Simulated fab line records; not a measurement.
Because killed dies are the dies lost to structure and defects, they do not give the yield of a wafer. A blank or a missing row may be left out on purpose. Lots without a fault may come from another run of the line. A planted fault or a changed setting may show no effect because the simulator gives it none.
Matching of chambers :: flow n5_finfet :: 3 sister chambers for N5_BEOL_M5_CURE_80 on uv_cure-01
The step cures SiCOH lowk, time 120 s. 6 wafers are shown with their chamber, then 10 later ones without.

== WAFERS WITH THEIR CHAMBER ==
wafer: L084.4
chamber: 2
wafer_temp_C_max: 371.4
lamp_power_pct (%): 52.32

wafer: L084.6
chamber: 2
wafer_temp_C_max: 371.3
lamp_power_pct (%): 52.36

wafer: L091.3
chamber: 0
wafer_temp_C_max: 371.9
lamp_power_pct (%): 52.34

wafer: L091.5
chamber: 0
wafer_temp_C_max: 371.9
lamp_power_pct (%): 52.33

wafer: L090.3
chamber: 1
wafer_temp_C_max: 371.2
lamp_power_pct (%): 52.24

wafer: L090.4
chamber: 1
wafer_temp_C_max: 371.9
lamp_power_pct (%): 52.29

== WAFERS WHOSE CHAMBER IS MISSING ==
wafer: L090.6
wafer_temp_C_max: 371.2
lamp_power_pct (%): 52.33

wafer: L094.2
wafer_temp_C_max: 371.2
lamp_power_pct (%): 52.31

wafer: L094.3
wafer_temp_C_max: 371.5
lamp_power_pct (%): 52.33

wafer: L094.6
wafer_temp_C_max: 370.9
lamp_power_pct (%): 52.42

wafer: L095.2
wafer_temp_C_max: 371.7
lamp_power_pct (%): 52.34

wafer: L095.5
wafer_temp_C_max: 371.8
lamp_power_pct (%): 52.32

wafer: L095.6
wafer_temp_C_max: 371.8
lamp_power_pct (%): 52.21

wafer: L097.2
wafer_temp_C_max: 372.0
lamp_power_pct (%): 52.29

wafer: L097.3
wafer_temp_C_max: 371.9
lamp_power_pct (%): 52.35

wafer: L097.6
wafer_temp_C_max: 373.4
lamp_power_pct (%): 52.30

== WHICH CHAMBER EACH ONE RAN IN ==
wafer: L090.6
from the rows above: can't be placed: 2 or 0
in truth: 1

wafer: L094.2
from the rows above: can't be placed: 2 or 1 or 0
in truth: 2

wafer: L094.3
from the rows above: can't be placed: 2 or 0 or 1
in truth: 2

wafer: L094.6
from the rows above: can't be placed: 2 or 0
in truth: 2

wafer: L095.2
from the rows above: can't be placed: 0 or 2
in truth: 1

wafer: L095.5
from the rows above: can't be placed: 0 or 2 or 1
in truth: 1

wafer: L095.6
from the rows above: 1
in truth: 1

wafer: L097.2
from the rows above: can't be placed: 0 or 1 or 2
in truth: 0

wafer: L097.3
from the rows above: can't be placed: 0 or 2
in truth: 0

wafer: L097.6
from the rows above: can't be placed: 0 or 1 or 2
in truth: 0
1 of 10 placed correctly. Unplaceable from these rows: 9, with the true chamber sitting among the candidates in 7. Number placed wrongly: 0.
How it was worked out, from the rows above alone: a wafer's distance from a chamber is the root of the sum, over the readings, of the square of ((its reading less the chamber's mean) divided by the reading's scatter). If the next closest chamber is less than 2 further off than the closest, the wafer can't be placed; otherwise it belongs to the closest. The mean given for a chamber averages the wafers shown for that chamber. The scatter is the square root of a quotient: the sum, over the shown wafers, of each reading's squared deviation from its chamber's mean, divided by wafers minus chambers.
